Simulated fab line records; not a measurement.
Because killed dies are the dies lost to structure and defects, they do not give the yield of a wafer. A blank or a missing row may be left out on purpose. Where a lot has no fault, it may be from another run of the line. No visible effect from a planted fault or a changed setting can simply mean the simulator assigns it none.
Which of the tools did it? -- flow n5-finfet -- 60 wafers from 20 lots sampled at 6 of the route's 1938 steps

## WHAT THE GAUGES READ, wafer by wafer
No reading from a measuring or inspecting step in the record can be judged against a usual standard deviation.

## TOOL THAT RAN EACH LOT (tool first, then ch and the chambers of the sampled wafers, then the start)
lot,N5_BEOL_M2_DESCUM_33,N5_BEOL_M2_ETCHBACK_99,N5_BEOL_M2_VIA_ETCH_34,N5_BEOL_M2_STRIP_36,N5_BEOL_M2_PRE_CLEAN_45,N5_BEOL_M2_PRE_CLEAN_60
L074,"rie-diel-03 ch 1,2, day 6 12:40","rie-diel-01 ch 2,3, day 6 15:53","rie-diel-01 ch 2,3, day 6 16:02","rie-diel-01 ch 2,3, day 6 16:06","pvd-sputter-02, day 6 16:40","cvd-co-02 ch 0,1, day 6 20:11"
L075,"rie-diel-05 ch 0,2, day 6 18:20","rie-diel-05 ch 0,1, day 6 18:37","rie-diel-05 ch 0,1, day 6 18:46","rie-diel-05 ch 0,1, day 6 18:49","pvd-sputter-01, day 6 19:36","cvd-co-01 ch 1,2, day 7 00:55"
L076,"rie-diel-03 ch 1,2,3, day 7 03:26","rie-diel-01 ch 1,2,3, day 7 09:13","rie-diel-01 ch 1,2,3, day 7 09:21","rie-diel-01 ch 1,2,3, day 7 09:25","pvd-sputter-01, day 7 10:12","cvd-co-01 ch 0,2, day 7 13:22"
L077,"rie-diel-01 ch 1,2,3, day 7 10:36","rie-diel-01 ch 1,2, day 7 12:25","rie-diel-01 ch 1,2, day 7 12:34","rie-diel-01 ch 1,2, day 7 12:38","pvd-sputter-02, day 7 13:12","cvd-co-02 ch 0,1,2, day 7 18:31"
L078,"rie-diel-05 ch 0,1, day 7 12:52","rie-diel-03 ch 0,2,3, day 7 18:00","rie-diel-03 ch 0,2,3, day 7 18:08","rie-diel-03 ch 0,2,3, day 7 18:12","pvd-sputter-03, day 7 19:37","cvd-co-02 ch 0,1, day 7 22:58"
L079,"rie-diel-01 ch 0,3, day 7 19:16","rie-diel-05 ch 0,1, day 7 20:40","rie-diel-05 ch 0,1, day 7 20:48","rie-diel-05 ch 0,1, day 7 20:52","pvd-sputter-03, day 7 21:41","cvd-co-02 ch 1,2, day 8 00:52"
L080,"rie-diel-05 ch 0,1, day 8 05:13","rie-diel-03 ch 0,2, day 8 11:56","rie-diel-03 ch 0,2, day 8 12:05","rie-diel-03 ch 0,2, day 8 12:08","pvd-sputter-02, day 8 12:56","cvd-co-02 ch 0,1,2, day 8 16:17"
L083,"rie-diel-05 ch 0,1,3, day 8 18:48","rie-diel-01 ch 0,1,3, day 9 01:16","rie-diel-01 ch 0,1,3, day 9 01:25","rie-diel-01 ch 0,1,3, day 9 01:28","pvd-sputter-03, day 9 02:17","cvd-co-02 ch 0,1,2, day 9 09:47"
L082,"rie-diel-01 ch 0,1, day 8 19:02","rie-diel-03 ch 0,2,3, day 9 15:14","rie-diel-03 ch 0,2,3, day 9 15:23","rie-diel-03 ch 0,2,3, day 9 15:26","pvd-sputter-03, day 9 16:21","cvd-co-01 ch 1,2, day 9 19:43"
L084,"rie-diel-05 ch 0,1,2, day 9 20:55","rie-diel-03 ch 0,2,3, day 10 02:53","rie-diel-03 ch 0,2,3, day 10 03:02","rie-diel-03 ch 0,2,3, day 10 03:05","pvd-sputter-02, day 10 04:14","cvd-co-02 ch 0,1,2, day 10 07:50"
L085,"rie-diel-05 ch 0,1, day 10 01:48","rie-diel-05 ch 1,2,3, day 10 08:17","rie-diel-05 ch 1,2,3, day 10 08:26","rie-diel-05 ch 1,2,3, day 10 08:29","pvd-sputter-01, day 10 09:10","cvd-co-02 ch 0,1,2, day 10 12:22"
L086,"rie-diel-03 ch 0,2,3, day 10 05:01","rie-diel-03 ch 0,1,3, day 10 08:24","rie-diel-03 ch 0,1,3, day 10 08:32","rie-diel-03 ch 0,1,3, day 10 08:36","pvd-sputter-01, day 10 09:15","cvd-co-02 ch 0,2, day 10 12:37"
L087,"rie-diel-05 ch 0,3, day 10 06:54","rie-diel-03 ch 0,1,3, day 10 08:47","rie-diel-03 ch 0,1,3, day 10 08:55","rie-diel-03 ch 0,1,3, day 10 08:59","pvd-sputter-03, day 10 09:49","cvd-co-01 ch 0,1, day 10 14:27"
L088,"rie-diel-05 ch 0,3, day 10 07:01","rie-diel-01 ch 0,1,2, day 10 14:47","rie-diel-01 ch 0,1,2, day 10 14:55","rie-diel-01 ch 0,1,2, day 10 14:59","pvd-sputter-02, day 10 15:32","cvd-co-02 ch 0,1,2, day 10 18:47"
L090,"rie-diel-03 ch 0,2,3, day 10 14:29","rie-diel-03 ch 2,3, day 10 19:41","rie-diel-03 ch 2,3, day 10 19:50","rie-diel-03 ch 2,3, day 10 19:53","pvd-sputter-02, day 10 20:41","cvd-co-02 ch 0,1, day 11 00:16"
L092,"rie-diel-05 ch 1,2,3, day 11 04:20","rie-diel-01 ch 0,1,3, day 11 07:37","rie-diel-01 ch 0,1,3, day 11 07:45","rie-diel-01 ch 0,1,3, day 11 07:49","pvd-sputter-01, day 11 08:29","cvd-co-01 ch 0,1,2, day 11 13:21"
L093,"rie-diel-01 ch 0,1, day 11 08:55","rie-diel-05 ch 0,3, day 11 14:07","rie-diel-05 ch 0,3, day 11 14:16","rie-diel-05 ch 0,3, day 11 14:20","pvd-sputter-01, day 11 14:55","cvd-co-01 ch 0,1, day 12 00:38"
L094,"rie-diel-01 ch 0,2,3, day 11 19:04","rie-diel-01 ch 0,2,3, day 12 08:52","rie-diel-01 ch 0,2,3, day 12 09:01","rie-diel-01 ch 0,2,3, day 12 09:05","pvd-sputter-01, day 12 10:08","cvd-co-01 ch 0,1,2, day 12 15:16"
L095,"rie-diel-01 ch 0,2,3, day 11 19:17","rie-diel-05 ch 0,1, day 12 15:55","rie-diel-05 ch 0,1, day 12 16:04","rie-diel-05 ch 0,1, day 12 16:07","pvd-sputter-01, day 12 16:53","cvd-co-01 ch 0,1, day 12 20:57"
L097,"rie-diel-03 ch 1,2,3, day 12 21:53","rie-diel-03 ch 0,3, day 12 22:44","rie-diel-03 ch 0,3, day 12 22:52","rie-diel-03 ch 0,3, day 12 22:56","pvd-sputter-03, day 12 23:25","cvd-co-02 ch 0,1,2, day 13 02:42"
- N5_BEOL_M2_DESCUM_33: chemistry O2, time 7 s.
- N5_BEOL_M2_ETCHBACK_99: etches SiO2 in CHF3, target depth 5 nm, time 10.4 s.
- N5_BEOL_M2_VIA_ETCH_34: etches the open film in C4F6/O2, target depth 69.4 nm, time 65.9 s.
- N5_BEOL_M2_STRIP_36: strips in N2/H2.
- N5_BEOL_M2_PRE_CLEAN_45: time 30 s.
- N5_BEOL_M2_PRE_CLEAN_60: time 15 s.

## AS READ BY THE TOOLS THEMSELVES (means over the sampled wafers that have a number; for cases with no such wafer, the mark the record gives instead)
N5_BEOL_M2_DESCUM_33.
lot,tool,drypump-motor-current-A (A),o2-flow-sccm (sccm),oes-product-au (a.u.),rf-fwd-power-W (W),rf-vpp-V (V),showerhead-plenum-p-Torr (Torr),throttle-valve-pct (%)
L074,rie-diel-03,5.4,225.6,0.77,49.24,242.9,2.04,20.35
L075,rie-diel-05,5.0,224.9,0.83,49.56,243.6,2.12,20.30
L076,rie-diel-03,5.5,225.3,0.80,49.36,243.9,2.13,20.33
L077,rie-diel-01,5.5,224.5,0.73,49.30,243.2,2.10,20.75
L078,rie-diel-05,5.3,225.7,0.82,49.38,241.9,2.08,20.50
L079,rie-diel-01,5.7,224.4,0.91,49.33,244.0,2.14,20.37
L080,rie-diel-05,5.0,225.7,0.85,49.53,242.5,2.11,20.33
L083,rie-diel-05,5.6,225.3,0.85,49.29,242.8,2.09,20.31
L082,rie-diel-01,5.3,226.0,0.76,49.54,244.2,2.16,20.72
L084,rie-diel-05,5.3,224.8,0.76,49.51,243.2,2.08,20.52
L085,rie-diel-05,5.3,224.0,0.80,49.37,241.8,2.07,20.54
L086,rie-diel-03,5.6,226.0,0.79,49.36,243.0,2.13,20.49
L087,rie-diel-05,5.8,225.0,0.86,49.44,242.9,2.09,20.10
L088,rie-diel-05,5.8,224.1,0.87,49.56,243.1,2.09,20.09
L090,rie-diel-03,5.6,224.5,0.79,49.59,243.9,2.13,20.49
L092,rie-diel-05,5.8,225.5,0.76,49.47,242.5,2.06,20.50
L093,rie-diel-01,5.5,224.9,0.81,49.49,243.8,2.14,20.62
L094,rie-diel-01,5.8,225.0,0.85,49.30,244.0,2.17,20.50
L095,rie-diel-01,5.8,224.9,0.85,49.28,244.8,2.17,20.51
L097,rie-diel-03,5.5,225.0,0.82,49.27,244.7,2.20,20.30

N5_BEOL_M2_ETCHBACK_99.
lot,tool,CHF3_flow_sccm (sccm),drypump-motor-current-A (A),oes-product-au (a.u.),rf-fwd-power-W (W),rf-vpp-V (V),showerhead-plenum-p-Torr (Torr),throttle-valve-pct (%)
L074,rie-diel-01,12.02,5.8,0.73,212.2,237,2.09,17.32
L075,rie-diel-05,11.97,5.3,0.84,212.6,247,2.12,16.97
L076,rie-diel-01,11.99,5.5,0.73,212.5,236,2.15,17.28
L077,rie-diel-01,11.98,5.3,0.69,212.2,231,2.16,17.48
L078,rie-diel-03,11.97,5.6,0.82,212.3,247,2.21,17.12
L079,rie-diel-05,11.99,5.0,0.85,213.1,241,2.16,16.90
L080,rie-diel-03,12.01,5.7,0.78,213.5,242,2.14,17.32
L083,rie-diel-01,12.00,5.5,0.79,213.1,238,2.20,17.14
L082,rie-diel-03,12.03,5.6,0.80,212.7,246,2.20,17.16
L084,rie-diel-03,11.95,5.6,0.79,212.7,245,2.20,17.16
L085,rie-diel-05,12.02,5.9,0.77,213.2,244,2.10,17.01
L086,rie-diel-03,11.96,5.3,0.80,212.1,244,2.21,17.20
L087,rie-diel-03,12.04,5.3,0.81,212.4,244,2.21,17.21
L088,rie-diel-01,11.98,5.6,0.84,212.7,235,2.24,17.22
L090,rie-diel-03,12.02,5.8,0.84,211.6,248,2.28,16.95
L092,rie-diel-01,12.00,5.5,0.77,211.8,238,2.19,17.17
L093,rie-diel-05,12.01,5.2,0.84,212.8,239,2.18,16.84
L094,rie-diel-01,12.02,5.8,0.84,212.1,239,2.22,17.07
L095,rie-diel-05,12.02,5.3,0.77,213.2,248,2.10,17.06
L097,rie-diel-03,11.96,5.4,0.74,211.9,247,2.18,17.25

N5_BEOL_M2_VIA_ETCH_34.
lot,tool,drypump-motor-current-A (A),oes-product-au (a.u.),rf-fwd-power-W (W),rf-vpp-V (V),showerhead-plenum-p-Torr (Torr),throttle-valve-pct (%)
L074,rie-diel-01,5.8,0.73,348.2,656,2.76,31.0
L075,rie-diel-05,5.3,0.84,347.5,685,2.80,30.6
L076,rie-diel-01,5.5,0.72,347.2,653,2.83,31.0
L077,rie-diel-01,5.3,0.69,347.3,640,2.85,31.4
L078,rie-diel-03,5.6,0.81,347.0,680,2.92,31.0
L079,rie-diel-05,5.0,0.85,346.2,668,2.85,30.5
L080,rie-diel-03,5.7,0.77,347.7,668,2.83,31.2
L083,rie-diel-01,5.5,0.79,346.6,656,2.90,31.0
L082,rie-diel-03,5.6,0.80,347.5,679,2.91,31.0
L084,rie-diel-03,5.6,0.79,346.6,679,2.91,31.0
L085,rie-diel-05,5.9,0.78,346.8,675,2.77,30.6
L086,rie-diel-03,5.3,0.80,346.3,677,2.91,31.0
L087,rie-diel-03,5.3,0.81,346.1,677,2.91,31.0
L088,rie-diel-01,5.6,0.84,347.1,650,2.96,31.1
L090,rie-diel-03,5.8,0.84,347.8,688,3.01,30.7
L092,rie-diel-01,5.5,0.77,346.0,655,2.90,31.0
L093,rie-diel-05,5.2,0.84,348.7,661,2.87,30.6
L094,rie-diel-01,5.8,0.84,347.0,663,2.93,30.8
L095,rie-diel-05,5.3,0.78,349.5,683,2.78,30.7
L097,rie-diel-03,5.4,0.73,346.8,682,2.88,31.1

N5_BEOL_M2_STRIP_36.
lot,tool,drypump-motor-current-A (A),oes-product-au (a.u.),power-w (W),rf-vpp-V (V),showerhead-plenum-p-Torr (Torr),throttle-valve-pct (%)
L074,rie-diel-01,5.8,0.72,450.8,59.3,2.43,23.5
L075,rie-diel-05,5.3,0.82,450.8,58.4,2.49,23.3
L076,rie-diel-01,5.5,0.73,450.6,59.6,2.52,23.8
L077,rie-diel-01,5.3,0.68,448.8,60.3,2.54,24.3
L078,rie-diel-03,5.6,0.80,450.7,58.7,2.58,23.5
L079,rie-diel-05,5.0,0.85,450.5,60.0,2.54,23.2
L080,rie-diel-03,5.7,0.77,450.2,58.0,2.50,23.9
L083,rie-diel-01,5.5,0.79,448.9,58.7,2.58,23.8
L082,rie-diel-03,5.6,0.79,450.1,59.5,2.58,23.5
L084,rie-diel-03,5.6,0.79,449.8,60.0,2.58,23.6
L085,rie-diel-05,5.9,0.77,449.6,59.4,2.45,23.2
L086,rie-diel-03,5.3,0.80,448.9,59.4,2.59,23.8
L087,rie-diel-03,5.3,0.80,449.5,59.8,2.59,23.8
L088,rie-diel-01,5.6,0.83,449.8,60.7,2.63,23.9
L090,rie-diel-03,5.8,0.83,451.3,57.3,2.65,23.1
L092,rie-diel-01,5.5,0.77,449.5,58.9,2.58,23.9
L093,rie-diel-05,5.2,0.85,450.1,59.7,2.54,23.0
L094,rie-diel-01,5.8,0.85,449.4,59.6,2.59,23.4
L095,rie-diel-05,5.3,0.77,450.7,57.8,2.47,23.4
L097,rie-diel-03,5.4,0.73,450.5,58.5,2.56,23.6

N5_BEOL_M2_PRE_CLEAN_45.
lot,tool,heater-power-w (W)
L074,pvd-sputter-02,344
L075,pvd-sputter-01,333
L076,pvd-sputter-01,350
L077,pvd-sputter-02,311
L078,pvd-sputter-03,343
L079,pvd-sputter-03,314
L080,pvd-sputter-02,339
L083,pvd-sputter-03,298
L082,pvd-sputter-03,282
L084,pvd-sputter-02,330
L085,pvd-sputter-01,356
L086,pvd-sputter-01,344
L087,pvd-sputter-03,355
L088,pvd-sputter-02,321
L090,pvd-sputter-02,338
L092,pvd-sputter-01,340
L093,pvd-sputter-01,351
L094,pvd-sputter-01,343
L095,pvd-sputter-01,336
L097,pvd-sputter-03,299

N5_BEOL_M2_PRE_CLEAN_60.
lot,tool,heater-power-outer-w (W),heater-power-w (W),rf-fwd-power-W (W)
L074,cvd-co-02,15,73,297.2
L075,cvd-co-01,33,113,295.5
L076,cvd-co-01,24,93,295.4
L077,cvd-co-02,13,72,296.6
L078,cvd-co-02,12,70,296.0
L079,cvd-co-02,14,73,298.1
L080,cvd-co-02,14,72,297.1
L083,cvd-co-02,13,72,295.9
L082,cvd-co-01,41,125,297.1
L084,cvd-co-02,14,72,296.7
L085,cvd-co-02,14,72,297.1
L086,cvd-co-02,11,70,294.7
L087,cvd-co-01,31,104,296.3
L088,cvd-co-02,14,72,295.9
L090,cvd-co-02,13,70,295.9
L092,cvd-co-01,32,109,295.7
L093,cvd-co-01,32,105,297.0
L094,cvd-co-01,33,111,296.5
L095,cvd-co-01,32,104,296.1
L097,cvd-co-02,14,73,296.9

## THE ANSWER, worked out from the rows above alone
Rule: what is usual is taken from the lots themselves. Put in order of their means at a reading, lots are off if they are a third of the lots or fewer, leave a main group of 4 or more, and stand apart from it by a gap of 3 or more times the standard deviation of the main group's means; of several such gaps the widest counts. The tables above print the reading to a certain number of digits; a main group whose means all agree to those digits is not used. Also off: a lot with no number at a reading for which 4 or more lots have one. The other lots that the step has rows for count as sound. The gauges are gone through in route order, then the tools' own readings, and for those a lot's mean is taken as printed above. The first step at which some lot is off is used, and at that step the reading that is off furthest; a lot without a number counts as furthest.
No lot is off on any of the readings shown, so nothing can be concluded from this.

## WHAT THE SIMULATOR HAD INSERTED
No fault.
